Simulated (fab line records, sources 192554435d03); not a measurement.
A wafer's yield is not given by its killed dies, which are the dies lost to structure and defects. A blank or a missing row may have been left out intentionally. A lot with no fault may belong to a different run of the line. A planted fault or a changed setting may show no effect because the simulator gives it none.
Which tool did it? | flow n5-finfet | 24 lots with 72 wafers sampled at 6 steps, on a route of 1938 steps

== WHAT THE GAUGES SHOWED, per wafer ==
N5_WELL_APT_INSPECT_27: inspects for defects (macro). Usual: raw-defect-count at 2.0, with a standard deviation of 1.5.
lot  | measured    | on                | raw-defect-count | flag
L074 | day 1 14:46 | defect-inspect-01 | 2 1 3            |
L075 | day 1 21:17 | defect-inspect-02 | 1 1 0            |
L076 | day 2 02:53 | defect-inspect-02 | 2 4 2            |
L077 | day 2 09:01 | defect-inspect-01 | 0 2 2            |
L078 | day 2 15:17 | defect-inspect-01 | 2 0 1            |
L079 | day 2 21:08 | defect-inspect-01 | 3 1 3            |
L080 | day 3 03:01 | defect-inspect-01 | 2 0 3            |
L081 | day 3 09:06 | defect-inspect-02 | 2 2 0            |
L082 | day 3 14:55 | defect-inspect-02 | 3 8 1            |
L083 | day 3 20:55 | defect-inspect-01 | 0 2 4            |
L084 | day 4 03:05 | defect-inspect-02 | 3 1 4            |
L085 | day 4 08:52 | defect-inspect-01 | 2 2 4            |
L086 | day 4 15:14 | defect-inspect-01 | 1 1 2            |
L087 | day 4 20:44 | defect-inspect-02 | 0 3 2            |
L088 | day 5 03:26 | defect-inspect-02 | 4 0 1            |
L089 | day 5 09:07 | defect-inspect-02 | 0 3 1            |
L090 | day 5 14:54 | defect-inspect-01 | 4 1 0            |
L091 | day 5 21:01 | defect-inspect-01 | 0 4 2            |
L092 | day 6 03:37 | defect-inspect-02 | 2 1 2            |
L093 | day 6 09:18 | defect-inspect-01 | 3 2 5            |
L094 | day 6 15:09 | defect-inspect-01 | 2 1 4            |
L095 | day 6 20:56 | defect-inspect-02 | 2 3 1            |
L096 | day 7 02:53 | defect-inspect-01 | 3 0 0            |
L097 | day 7 09:14 | defect-inspect-02 | 3 0 1            |

N5_FIN_SAQP_CD_MEAS_31: target cd 8 nm. Usual: cd-nm at 8.11 nm, with a standard deviation of 0.23.
lot  | measured    | on        | cd-nm (nm)     | flag
L074 | day 2 01:04 | cd-sem-02 | 8.00 8.27 8.22 |
L075 | day 2 08:00 | cd-sem-02 | 8.08 8.07 8.17 |
L076 | day 2 15:49 | cd-sem-01 | 8.10 7.78 8.30 |
L077 | day 2 19:34 | cd-sem-03 | 8.49 7.97 7.90 |
L078 | day 3 01:58 | cd-sem-02 | 8.11 7.56 8.44 |
L079 | day 3 08:44 | cd-sem-03 | 7.87 8.34 8.41 |
L080 | day 3 14:04 | cd-sem-01 | 8.11 8.15 8.07 |
L081 | day 3 21:08 | cd-sem-01 | 7.95 8.06 7.86 |
L082 | day 4 01:18 | cd-sem-01 | 8.24 8.27 8.20 |
L083 | day 4 07:46 | cd-sem-03 | 8.33 8.28 7.48 |
L084 | day 4 13:27 | cd-sem-03 | 8.24 8.74 7.79 |
L085 | day 4 21:34 | cd-sem-02 | 7.90 8.20 7.92 |
L086 | day 5 01:53 | cd-sem-01 | 8.08 7.57 7.90 |
L087 | day 5 09:39 | cd-sem-03 | 8.04 8.10 8.32 |
L088 | day 5 14:13 | cd-sem-03 | 8.36 8.44 8.31 |
L089 | day 5 20:28 | cd-sem-02 | 7.55 8.23 8.25 |
L090 | day 6 01:59 | cd-sem-01 | 7.97 8.04 7.92 |
L091 | day 6 07:23 | cd-sem-03 | 8.09 8.20 8.20 |
L092 | day 6 14:07 | cd-sem-02 | 7.89 7.67 7.83 |
L093 | day 6 20:08 | cd-sem-03 | 7.89 8.06 8.04 |
L094 | day 7 02:23 | cd-sem-02 | 7.85 8.56 8.24 |
L095 | day 7 08:43 | cd-sem-03 | 8.24 8.00 8.54 |
L096 | day 7 13:51 | cd-sem-01 | 8.01 7.85 8.13 |
L097 | day 7 20:13 | cd-sem-01 | 8.30 7.66 8.15 |

N5_FIN_SAQP_CD_MEAS_37: target cd 8 nm. Usual: cd-nm at 8.16 nm, with a standard deviation of 0.24.
lot  | measured    | on        | cd-nm (nm)     | flag
L074 | day 2 01:40 | cd-sem-02 | 7.49 7.99 8.07 |
L075 | day 2 08:28 | cd-sem-02 | 8.30 8.40 8.05 |
L076 | day 2 16:18 | cd-sem-02 | 8.76 8.35 7.71 |
L077 | day 2 20:15 | cd-sem-02 | 8.51 7.93 7.82 |
L078 | day 3 02:25 | cd-sem-03 | 8.23 8.34 7.90 |
L079 | day 3 09:11 | cd-sem-02 | 7.91 8.05 8.11 |
L080 | day 3 14:32 | cd-sem-03 | 8.26 8.18 7.82 |
L081 | day 3 21:35 | cd-sem-02 | 8.45 8.56 8.48 |
L082 | day 4 01:46 | cd-sem-03 | 8.59 8.24 8.20 |
L083 | day 4 08:32 | cd-sem-02 | 8.14 8.18 8.48 |
L084 | day 4 13:59 | cd-sem-02 | 7.65 7.97 7.81 |
L085 | day 4 22:01 | cd-sem-03 | 8.24 8.33 8.33 |
L086 | day 5 02:26 | cd-sem-02 | 7.80 7.95 8.24 |
L087 | day 5 10:21 | cd-sem-03 | 8.22 8.36 8.10 |
L088 | day 5 14:43 | cd-sem-02 | 8.64 8.32 7.95 |
L089 | day 5 20:56 | cd-sem-02 | 8.38 8.22 8.24 |
L090 | day 6 02:35 | cd-sem-02 | 8.64 8.28 8.07 |
L091 | day 6 07:51 | cd-sem-02 | 8.03 8.18 8.46 |
L092 | day 6 14:35 | cd-sem-02 | 8.58 8.25 8.34 |
L093 | day 6 20:36 | cd-sem-01 | 7.99 7.92 8.35 |
L094 | day 7 02:50 | cd-sem-03 | 7.97 8.11 7.84 |
L095 | day 7 09:11 | cd-sem-03 | 8.07 8.05 8.44 |
L096 | day 7 14:18 | cd-sem-01 | 8.38 7.84 8.08 |
L097 | day 7 20:40 | cd-sem-02 | 8.44 8.06 8.14 |

== WHICH TOOL RAN EACH LOT (tool, then ch and the chambers of the sampled wafers, then the start) ==
lot  | N5_FIN_SAQP_ETCH_52               | N5_FIN_SAQP_MANDREL1_REMOVE_56  | N5_FIN_SAQP_ETCH_64
L074 | rie-diel-02 ch 0,2,3, day 1 21:25 | rie-si-01 ch 1,2, day 1 23:17   | rie-si-04 ch 2,3, day 2 01:32
L075 | rie-diel-01 ch 0,1,2, day 2 03:57 | rie-si-01 ch 0,2,3, day 2 05:46 | rie-si-04 ch 0,1,2, day 2 08:19
L076 | rie-diel-04 ch 0,3, day 2 10:29   | rie-si-01 ch 2,3, day 2 13:26   | rie-si-01 ch 2,3, day 2 16:09
L077 | rie-diel-02 ch 0,1,2, day 2 15:49 | rie-si-04 ch 0,1,2, day 2 17:45 | rie-si-04 ch 1,3, day 2 20:07
L078 | rie-diel-01 ch 0,2,3, day 2 21:58 | rie-si-03 ch 2,3, day 2 23:46   | rie-si-04 ch 1,3, day 3 02:17
L079 | rie-diel-04 ch 1,2, day 3 04:22   | rie-si-01 ch 2,3, day 3 07:01   | rie-si-03 ch 0,1,2, day 3 09:02
L080 | rie-diel-01 ch 0,2,3, day 3 09:50 | rie-si-03 ch 1,2,3, day 3 12:25 | rie-si-03 ch 1,2,3, day 3 14:24
L081 | rie-diel-02 ch 2,3, day 3 17:13   | rie-si-04 ch 1,2, day 3 19:19   | rie-si-01 ch 1,3, day 3 21:27
L082 | rie-diel-02 ch 1,3, day 3 21:47   | rie-si-01 ch 0,1,2, day 3 23:36 | rie-si-03 ch 0,3, day 4 01:37
L083 | rie-diel-04 ch 2,3, day 4 03:54   | rie-si-03 ch 0,2,3, day 4 06:02 | rie-si-04 ch 0,1,2, day 4 08:24
L084 | rie-diel-02 ch 0,2,3, day 4 09:56 | rie-si-01 ch 2,3, day 4 11:45   | rie-si-03 ch 1,2,3, day 4 13:51
L085 | rie-diel-02 ch 0,1,2, day 4 17:17 | rie-si-03 ch 0,1,3, day 4 19:29 | rie-si-01 ch 0,2,3, day 4 21:53
L086 | rie-diel-01 ch 0,2,3, day 4 22:16 | rie-si-03 ch 0,1,3, day 5 00:11 | rie-si-01 ch 0,2, day 5 02:18
L087 | rie-diel-01 ch 1,3, day 5 05:41   | rie-si-03 ch 0,3, day 5 07:54   | rie-si-01 ch 1,2, day 5 10:12
L088 | rie-diel-04 ch 0,2,3, day 5 10:33 | rie-si-01 ch 1,2,3, day 5 12:31 | rie-si-03 ch 0,1,2, day 5 14:35
L089 | rie-diel-01 ch 0,1,2, day 5 16:40 | rie-si-01 ch 0,2,3, day 5 18:32 | rie-si-01 ch 0,2,3, day 5 20:47
L090 | rie-diel-01 ch 1,2,3, day 5 21:50 | rie-si-01 ch 0,1,3, day 5 23:58 | rie-si-01 ch 0,1,2, day 6 02:27
L091 | rie-diel-02 ch 0,2,3, day 6 03:37 | rie-si-03 ch 0,2,3, day 6 05:29 | rie-si-03 ch 1,2,3, day 6 07:43
L092 | rie-diel-02 ch 0,2, day 6 10:37   | rie-si-01 ch 0,1,2, day 6 12:26 | rie-si-01 ch 0,2, day 6 14:28
L093 | rie-diel-02 ch 0,1,3, day 6 16:36 | rie-si-04 ch 1,2, day 6 18:29   | rie-si-03 ch 1,2, day 6 20:28
L094 | rie-diel-02 ch 0,2,3, day 6 22:41 | rie-si-04 ch 1,2,3, day 7 00:38 | rie-si-01 ch 1,2,3, day 7 02:42
L095 | rie-diel-04 ch 1,2,3, day 7 04:31 | rie-si-03 ch 1,3, day 7 06:33   | rie-si-01 ch 0,1,2, day 7 09:02
L096 | rie-diel-01 ch 1,2,3, day 7 10:00 | rie-si-01 ch 1,2, day 7 12:08   | rie-si-01 ch 1,2,3, day 7 14:10
L097 | rie-diel-04 ch 0,2,3, day 7 16:35 | rie-si-03 ch 1,2,3, day 7 18:24 | rie-si-03 ch 0,2,3, day 7 20:31
- N5_FIN_SAQP_ETCH_52: etches SOC in N2/H2, target depth 100 nm, overetch 20 nm, time 150 s.
- N5_FIN_SAQP_MANDREL1_REMOVE_56: chemistry HBr/Cl2/O2, target a-Si, stops on SiNx, bt time 10 s.
- N5_FIN_SAQP_ETCH_64: etches SiO2 in CF4, target depth 1.5 nm.

== WHAT THE TOOLS THEMSELVES READ (means of the sampled wafers that have a number; where no wafer has one, the mark that the record gives instead) ==
N5_FIN_SAQP_ETCH_52. Usual: drypump-motor-current-A 5.5 A, standard deviation 0.45; h2-flow-sccm 200.1 sccm, standard deviation 0.59; oes-product-au 0.71 a.u., standard deviation 0.078; rf-vpp-V 524.2 V, standard deviation 2.4; showerhead-plenum-p-Torr 2.55 Torr, standard deviation 0.085; throttle-valve-pct 17.95 %, standard deviation 0.25.
lot  | tool        | drypump-motor-current-A (A) | h2-flow-sccm (sccm) | oes-product-au (a.u.) | rf-vpp-V (V) | showerhead-plenum-p-Torr (Torr) | throttle-valve-pct (%) | flag
L074 | rie-diel-02 | 5.2                         | 200.5               | 0.71                  | 522.9        | 2.52                            | 17.92                  |
L075 | rie-diel-01 | 5.9                         | 200.5               | 0.67                  | 523.0        | 2.50                            | 17.84                  |
L076 | rie-diel-04 | 5.5                         | 200.1               | 0.67                  | 525.7        | 2.61                            | 18.11                  |
L077 | rie-diel-02 | 5.3                         | 200.0               | 0.67                  | 522.3        | 2.50                            | 17.93                  |
L078 | rie-diel-01 | 5.9                         | 199.8               | 0.67                  | 524.8        | 2.57                            | 17.92                  |
L079 | rie-diel-04 | 5.3                         | 199.9               | 0.65                  | 525.2        | 2.59                            | 18.30                  |
L080 | rie-diel-01 | 5.9                         | 199.8               | 0.67                  | 523.9        | 2.57                            | 17.94                  |
L081 | rie-diel-02 | 4.9                         | 199.9               | 0.69                  | 522.7        | 2.52                            | 17.92                  |
L082 | rie-diel-02 | 5.1                         | 199.6               | 0.67                  | 523.5        | 2.54                            | 17.85                  |
L083 | rie-diel-04 | 5.6                         | 199.7               | 0.68                  | 525.6        | 2.61                            | 18.32                  |
L084 | rie-diel-02 | 5.2                         | 200.4               | 0.68                  | 523.1        | 2.51                            | 17.96                  |
L085 | rie-diel-02 | 5.3                         | 199.6               | 0.66                  | 522.3        | 2.49                            | 17.95                  |
L086 | rie-diel-01 | 5.9                         | 200.1               | 0.66                  | 524.0        | 2.56                            | 17.95                  |
L087 | rie-diel-01 | 6.2                         | 200.3               | 0.74                  | 525.9        | 2.61                            | 18.14                  |
L088 | rie-diel-04 | 5.5                         | 199.7               | 0.75                  | 524.5        | 2.60                            | 18.11                  |
L089 | rie-diel-01 | 5.9                         | 200.4               | 0.75                  | 525.2        | 2.59                            | 17.74                  |
L090 | rie-diel-01 | 6.0                         | 199.8               | 0.78                  | 526.1        | 2.62                            | 17.83                  |
L091 | rie-diel-02 | 5.2                         | 200.5               | 0.68                  | 522.8        | 2.50                            | 17.99                  |
L092 | rie-diel-02 | 5.2                         | 200.2               | 0.67                  | 521.5        | 2.46                            | 18.07                  |
L093 | rie-diel-02 | 5.3                         | 200.2               | 0.75                  | 523.9        | 2.52                            | 17.77                  |
L094 | rie-diel-02 | 5.2                         | 199.9               | 0.67                  | 523.2        | 2.50                            | 17.99                  |
L095 | rie-diel-04 | 5.3                         | 200.1               | 0.73                  | 524.3        | 2.56                            | 17.99                  |
L096 | rie-diel-01 | 6.0                         | 200.4               | 0.75                  | 525.5        | 2.61                            | 17.85                  |
L097 | rie-diel-04 | 5.5                         | 200.1               | 0.79                  | 524.1        | 2.59                            | 17.99                  |

N5_FIN_SAQP_MANDREL1_REMOVE_56. Usual: drypump-motor-current-A 5.5 A, standard deviation 0.36; oes-product-au 1.003 a.u., standard deviation 0.014; throttle-valve-pct 36.81 %, standard deviation 0.28.
lot  | tool      | drypump-motor-current-A (A) | oes-product-au (a.u.) | throttle-valve-pct (%) | flag
L074 | rie-si-01 | 5.5                         | 1.012                 | 36.76                  |
L075 | rie-si-01 | 5.4                         | 1.004                 | 36.65                  |
L076 | rie-si-01 | 5.5                         | 1.005                 | 36.51                  |
L077 | rie-si-04 | 5.9                         | 1.009                 | 36.45                  |
L078 | rie-si-03 | 5.6                         | 0.988                 | 37.07                  |
L079 | rie-si-01 | 5.5                         | 1.006                 | 36.51                  |
L080 | rie-si-03 | 5.7                         | 0.992                 | 37.02                  |
L081 | rie-si-04 | 5.9                         | 0.997                 | 36.42                  |
L082 | rie-si-01 | 5.5                         | 1.010                 | 36.70                  |
L083 | rie-si-03 | 5.3                         | 1.011                 | 37.04                  |
L084 | rie-si-01 | 5.5                         | 1.008                 | 36.51                  |
L085 | rie-si-03 | 5.4                         | 0.994                 | 37.03                  |
L086 | rie-si-03 | 5.4                         | 1.000                 | 37.03                  |
L087 | rie-si-03 | 5.3                         | 0.990                 | 37.09                  |
L088 | rie-si-01 | 5.3                         | 0.993                 | 36.78                  |
L089 | rie-si-01 | 5.4                         | 1.008                 | 36.65                  |
L090 | rie-si-01 | 5.3                         | 0.997                 | 36.91                  |
L091 | rie-si-03 | 5.3                         | 1.006                 | 37.05                  |
L092 | rie-si-01 | 5.5                         | 0.997                 | 36.77                  |
L093 | rie-si-04 | 6.0                         | 0.990                 | 36.35                  |
L094 | rie-si-04 | 5.9                         | 0.993                 | 36.69                  |
L095 | rie-si-03 | 5.7                         | 1.004                 | 37.01                  |
L096 | rie-si-01 | 5.6                         | 0.990                 | 36.64                  |
L097 | rie-si-03 | 5.7                         | 1.002                 | 37.01                  |

N5_FIN_SAQP_ETCH_64. Usual: drypump-motor-current-A 5.5 A, standard deviation 0.35; oes-product-au 1.003 a.u., standard deviation 0.018; throttle-valve-pct 21.82 %, standard deviation 0.24.
lot  | tool      | drypump-motor-current-A (A) | oes-product-au (a.u.) | throttle-valve-pct (%) | flag
L074 | rie-si-04 | 6.1                         | 0.992                 | 21.76                  |
L075 | rie-si-04 | 5.9                         | 0.993                 | 21.62                  |
L076 | rie-si-01 | 5.5                         | 1.007                 | 21.55                  |
L077 | rie-si-04 | 5.7                         | 1.011                 | 21.84                  |
L078 | rie-si-04 | 5.7                         | 1.012                 | 22.04                  |
L079 | rie-si-03 | 5.5                         | 1.006                 | 22.00                  |
L080 | rie-si-03 | 5.7                         | 1.004                 | 22.00                  |
L081 | rie-si-01 | 5.1                         | 1.005                 | 21.93                  |
L082 | rie-si-03 | 5.2                         | 0.992                 | 21.91                  |
L083 | rie-si-04 | 5.9                         | 0.995                 | 21.60                  |
L084 | rie-si-03 | 5.7                         | 0.997                 | 21.99                  |
L085 | rie-si-01 | 5.4                         | 1.019                 | 21.68                  |
L086 | rie-si-01 | 5.6                         | 1.021                 | 21.61                  |
L087 | rie-si-01 | 5.5                         | 0.977                 | 21.72                  |
L088 | rie-si-03 | 5.5                         | 0.999                 | 21.99                  |
L089 | rie-si-01 | 5.4                         | 1.014                 | 21.68                  |
L090 | rie-si-01 | 5.5                         | 0.998                 | 21.68                  |
L091 | rie-si-03 | 5.7                         | 1.010                 | 21.99                  |
L092 | rie-si-01 | 5.6                         | 1.008                 | 21.49                  |
L093 | rie-si-03 | 5.8                         | 1.010                 | 22.05                  |
L094 | rie-si-01 | 5.3                         | 0.997                 | 21.74                  |
L095 | rie-si-01 | 5.5                         | 0.994                 | 21.67                  |
L096 | rie-si-01 | 5.3                         | 0.993                 | 21.74                  |
L097 | rie-si-03 | 5.4                         | 0.999                 | 21.90                  |

== THE ANSWER, worked out from the rows above alone ==
Rule: lot off if the mean of its wafers having a number is beyond 3 standard deviations from the usual mean. Also off: a lot with no number at a reading for which 4 or more lots have one. Where the step has rows for the other lots, those lots are counted as sound. After the gauges, taken in route order, come the tools' own readings; for these a lot's mean is taken, as printed above. At the first step where some lot is off, the reading lying furthest off is the one used; lots without a number count as furthest.
Nothing can be told from this: no lot is off at any reading shown.

== WHAT HAD BEEN PUT IN BY THE SIMULATOR ==
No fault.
